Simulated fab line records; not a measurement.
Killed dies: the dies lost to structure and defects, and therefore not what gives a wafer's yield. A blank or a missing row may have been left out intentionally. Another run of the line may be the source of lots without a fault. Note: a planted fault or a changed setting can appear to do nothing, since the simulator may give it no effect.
Split-lot study    flow n5-finfet    route with 1938 steps; 7 lots, 21 wafers read

## ABOUT THE SPLIT
At N5_BEOL_M2_COAT_67 (time 60 s, resist thk 60 nm), the setting spin-rpm was moved away from the recipe's 1500 rpm on 11 of the 21 wafers read, by -11.0% to +6.7%. For the rest of the wafers, this setting stayed at what the recipe calls for.

## FROM THE SPLIT TO THE READING: what the file shows between them, 5 steps
- N5_BEOL_M2_EXPOSE_25: exposes mask V1, defocus 5 nm (also split here: dose-mj)
- N5_BEOL_M2_PEB_26: peb time 60 s
- N5_BEOL_M2_DEVELOP_27: develop time 30 s
- N5_BEOL_M2_ALD_98: deposits SiO2, target thk 2.5 nm, pulse time 1 s, co reactant pulse time 1 s
- N5_BEOL_M2_ETCHBACK_99: etches SiO2 in CHF3, target depth 5 nm, time 10.4 s

## THE READING
etch.depth-nm (the simulator's own value, which no gauge read), in nm, at N5_BEOL_M2_ETCH_70 (etches SOC in N2/H2, target depth 80 nm, overetch 24 nm, time 130 s). The file does not state a usual value for it. Here, 10 wafers ran the recipe; their average is 60.04 nm with a standard deviation of 0.1 nm.

wafer   tool, chamber at the split  spin-rpm as run, rpm  against the recipe  etch.depth-nm, nm  against lot-mates on the recipe
L077.4  litho-track-02, 0           1600                  +6.7%               58.13              -1.89
L077.5  litho-track-02, 0           1500                  recipe              60.02              -
L077.6  litho-track-02, 0           1600                  +6.7%               58.22              -1.80
L082.3  litho-track-05, 0           1500                  recipe              60.04              -
L082.4  litho-track-05, 0           1431                  -4.6%               61.53              +1.49
L082.5  litho-track-05, 0           1431                  -4.6%               61.44              +1.40
L084.2  litho-track-01, 0           1500                  recipe              60.03              -
L084.4  litho-track-01, 0           1361                  -9.3%               63.12              +3.04
L084.5  litho-track-01, 0           1500                  recipe              60.13              -
L089.2  litho-track-02, 0           1500                  recipe              59.78              -
L089.4  litho-track-02, 0           1409                  -6.1%               61.8               +2.02
L089.6  litho-track-02, 0           1409                  -6.1%               62.11              +2.33
L093.1  litho-track-01, 0           1437                  -4.2%               61.43              +1.22
L093.2  litho-track-01, 0           1500                  recipe              60.21              -
L093.4  litho-track-01, 0           1437                  -4.2%               61.37              +1.16
L096.2  litho-track-01, 0           1335                  -11.0%              63.43              +3.41
L096.6  litho-track-01, 0           1335                  -11.0%              63.43              +3.41
L096.5  litho-track-01, 0           1500                  recipe              60.02              -
L097.1  litho-track-01, 0           1500                  recipe              60.07              -
L097.2  litho-track-01, 0           1500                  recipe              60                 -
L097.5  litho-track-01, 0           1500                  recipe              60.05              -

THE FIT
A straight line over all 21 wafers: etch.depth-nm changes by -0.306 nm for each +1% of spin-rpm; r = -1.00; the points scatter about the line by 0.12 nm.
The same after taking each lot's own level away (the mean of its wafers on the recipe; 21 wafers): -0.308 nm for each +1%; r = -1.00; scatter 0.13 nm.
The reading moves by 3.4 nm for the largest change in spin-rpm, on that fit.
Across the lots, their own levels run from 59.780 to 60.210 nm, a range of 4.1 times the standard deviation given above.
So the lot-to-lot level changes the slope little: the two slopes agree.
Check: for one of the wafers moved furthest among these (-11.0%), held out of the fit, the line's prediction against its lot-mates is +3.45 nm. Against them it came out at +3.41 nm.

## THE OTHER SPLITS THESE WAFERS WENT THROUGH
Before the reading, these wafers also passed through other splits. Each is held against what the fit with the lots' levels taken away leaves over:
other split on the same wafers     wafers away from the commonest value  r with etch.depth-nm (lot level and that fit taken away)
N5_BEOL_M0_SAQP_DESCUM_45 time-s   6                                     -0.06
N5_BEOL_M0_CUTY_EXPOSE_54 dose-mj  7                                     -0.22
N5_BEOL_M0_ETCH_138 source-w       8                                     -0.49
N5_BEOL_M2_EXPOSE_25 dose-mj       6                                     -0.08

## THE WHOLE CHAIN: every reading that the file lists as answering this split, in the file's order
step                what it does                                                         reading                                                                         change (the file's fit)                r (the file's)
N5_BEOL_M2_COAT_67  time 60 s, resist thk 60 nm                                          SOC_of_BEOL_M2_COAT_67.thk-nm (the simulator's own value, which no gauge read)  -0.316 nm for each +1% of the setting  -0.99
N5_BEOL_M2_ETCH_70  etches SOC in N2/H2, target depth 80 nm, overetch 24 nm, time 130 s  etch.depth-nm (the simulator's own value, which no gauge read)                  -0.314 nm for each +1% of the setting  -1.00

## FILE'S OWN FIT
etch.depth-nm changes by -0.314 nm for each +1% of spin-rpm, r = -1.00.
